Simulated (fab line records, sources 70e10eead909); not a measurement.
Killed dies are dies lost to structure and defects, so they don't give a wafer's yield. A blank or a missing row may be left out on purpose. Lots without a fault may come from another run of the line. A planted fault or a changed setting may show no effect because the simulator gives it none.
Chamber matching | flow nand_harc | NHARC_P_GATE_DESCUM_31 on rie_diel-13: 4 sister chambers
The step chemistry O2, time 3 s. 16 wafers are shown with their chamber, then 8 later ones without.

WAFERS WITH THEIR CHAMBER
wafer  | chamber | drypump_motor_current_A (A) | showerhead_plenum_p_Torr (Torr) | rf_vpp_V (V)
L148.1 | 1       | 6.0                         | 1.95                            | 57.1
L148.2 | 0       | 5.1                         | 1.83                            | 57.3
L148.6 | 2       | 6.2                         | 1.78                            | 57.3
L147.2 | 2       | 6.2                         | 1.78                            | 56.4
L147.5 | 2       | 6.2                         | 1.78                            | 56.5
L147.6 | 1       | 6.0                         | 1.95                            | 57.6
L151.2 | 3       | 5.6                         | 2.00                            | 58.4
L151.3 | 2       | 6.2                         | 1.78                            | 57.0
L151.6 | 0       | 5.1                         | 1.82                            | 58.4
L160.2 | 1       | 6.1                         | 1.95                            | 58.3
L160.3 | 3       | 5.6                         | 2.00                            | 57.9
L160.4 | 2       | 6.2                         | 1.77                            | 57.7
L161.2 | 2       | 6.2                         | 1.77                            | 56.4
L161.4 | 0       | 5.1                         | 1.82                            | 57.8
L161.5 | 1       | 6.0                         | 1.95                            | 58.2
L159.1 | 3       | 5.6                         | 2.00                            | 58.1

SIGNATURES (means of the wafers above)
reading                  | chamber 0 | chamber 1 | chamber 2 | chamber 3 | scatter within a chamber
drypump_motor_current_A  | 5.100     | 6.025     | 6.200     | 5.600     | 0.025
showerhead_plenum_p_Torr | 1.8233    | 1.9500    | 1.7767    | 2.0000    | 0.00408
rf_vpp_V                 | 57.833    | 57.800    | 56.883    | 58.133    | 0.512
Rule: a wafer's distance from a chamber is the root of the sum, over the readings, of the square of ((its reading less the chamber's mean) divided by the reading's scatter). The wafer belongs to the nearest chamber; if the next one is less than 2 further off, it can't be placed. The scatter: the root of (the sum of the squares of (reading less its chamber's mean) over the shown wafers, divided by (wafers less chambers)).

WAFERS WITHOUT THEIR CHAMBER
wafer  | drypump_motor_current_A (A) | showerhead_plenum_p_Torr (Torr) | rf_vpp_V (V)
L159.2 | 6.0                         | 1.95                            | 57.0
L159.5 | 6.2                         | 1.78                            | 58.7
L164.1 | 6.2                         | 1.77                            | 56.7
L164.4 | 5.6                         | 2.00                            | 58.1
L164.5 | 6.2                         | 1.77                            | 55.7
L166.2 | 6.2                         | 1.77                            | 57.1
L166.3 | 6.1                         | 1.94                            | 57.7
L166.5 | 5.6                         | 2.00                            | 58.3

WHICH CHAMBER EACH WENT THROUGH
wafer  | from the rows above | in truth
L159.2 | 1                   | 1
L159.5 | 2                   | 2
L164.1 | 2                   | 2
L164.4 | 3                   | 3
L164.5 | 2                   | 2
L166.2 | 2                   | 2
L166.3 | 1                   | 1
L166.5 | 3                   | 3
Placed correctly: 8 of 8. Can't be placed from these rows: 0. Placed wrongly: 0.
